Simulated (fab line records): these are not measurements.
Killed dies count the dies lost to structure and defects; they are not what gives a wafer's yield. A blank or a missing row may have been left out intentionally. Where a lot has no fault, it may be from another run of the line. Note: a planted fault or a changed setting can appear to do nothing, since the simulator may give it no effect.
Chamber matching | flow nand_harc | NHARC_P_BONDPAD_STRIP_15 on rie_diel-02 has 4 sister chambers
The step strips in O2. 8 wafers are shown with their chamber, then 12 later ones without.

## WAFERS PAIRED WITH THEIR CHAMBERS
wafer  | chamber | showerhead_plenum_p_Torr (Torr) | drypump_motor_current_A (A)
L507.5 | 3       | 3.69                            | 6.0
L508.2 | 3       | 3.69                            | 6.1
L508.3 | 1       | 3.30                            | 6.5
L509.3 | 1       | 3.30                            | 6.5
L509.5 | 0       | 3.66                            | 5.3
L510.1 | 2       | 3.35                            | 5.9
L510.5 | 2       | 3.35                            | 5.9
L510.6 | 0       | 3.65                            | 5.3

## WAFERS WHOSE CHAMBER IS MISSING
wafer  | showerhead_plenum_p_Torr (Torr) | drypump_motor_current_A (A)
L512.1 | 3.35                            | 5.9
L512.3 | 3.69                            | 6.0
L512.4 | 3.69                            | 6.0
L515.1 | 3.65                            | 5.3
L515.5 | 3.35                            | 5.9
L515.6 | 3.65                            | 5.3
L513.3 | 3.65                            | 5.3
L513.5 | 3.65                            | 5.3
L513.6 | 3.69                            | 6.0
L524.2 | 3.35                            | 5.9
L524.3 | 3.30                            | 6.5
L524.6 | 3.30                            | 6.5

## THE CHAMBER EACH PASSED THROUGH
wafer  | from the rows above | in truth
L512.1 | 2                   | 2
L512.3 | 3                   | 3
L512.4 | 3                   | 3
L515.1 | 0                   | 0
L515.5 | 2                   | 2
L515.6 | 0                   | 0
L513.3 | 0                   | 0
L513.5 | 0                   | 0
L513.6 | 3                   | 3
L524.2 | 2                   | 2
L524.3 | 1                   | 1
L524.6 | 1                   | 1
Correctly placed: 12 of 12. Number that these rows cannot place: 0. Placed wrongly: 0.
How it was worked out, from the rows above alone: a wafer's distance from a chamber is the root of the sum, over the readings, of the square of ((its reading less the chamber's mean) divided by the reading's scatter). The wafer belongs to the nearest chamber; if the next one is less than 2 further off, it can't be placed. The mean given for a chamber averages the wafers shown for that chamber. The scatter: the root of (the sum of the squares of (reading less its chamber's mean) over the shown wafers, divided by (wafers less chambers)).
